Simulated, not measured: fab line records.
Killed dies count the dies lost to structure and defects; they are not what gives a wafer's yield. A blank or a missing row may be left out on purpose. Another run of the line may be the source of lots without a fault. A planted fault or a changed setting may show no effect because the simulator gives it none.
Chamber matching	flow n5Finfet	N5_BEOL_M10_ALD_74 on aldMetal-01: 4 sister chambers
The step deposits TaN, target thk 2 nm, pulse time 2 s, purge time 3 s. 4 wafers are shown with their chamber, then 8 later ones without.

== WAFERS WITH THEIR CHAMBER ==
wafer	chamber	heaterPowerW (W)
L079.4	0	407
L087.1	1	407
L087.5	3	332
L089.2	2	439

== WAFERS WITH NO CHAMBER GIVEN ==
wafer	heaterPowerW (W)
L089.3	414
L089.5	400
L090.2	426
L090.4	431
L090.6	331
L092.1	400
L092.2	331
L092.4	431

== THE CHAMBER EACH PASSED THROUGH ==
wafer	from the rows above	in truth
L089.3	can't be placed: 0 or 1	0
L089.5	can't be placed: 0 or 1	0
L090.2	can't be placed: 2 or 0 or 1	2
L090.4	2	2
L090.6	3	3
L092.1	can't be placed: 0 or 1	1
L092.2	3	3
L092.4	2	2
Placed correctly: 4 of 8. These rows do not allow placing 4 (true chamber among the candidates in 4). Placed wrongly: 0.
How it was worked out, from the rows above alone: a wafer's distance from a chamber is the root of the sum, over the readings, of the square of ((its reading less the chamber's mean) divided by the reading's scatter). If the next closest chamber is less than 2 further off than the closest, the wafer can't be placed; otherwise it belongs to the closest. The mean given for a chamber averages the wafers shown for that chamber. The scatter: root of mean squared gap, hidden wafer to nearest shown wafer, with one shown wafer a chamber.
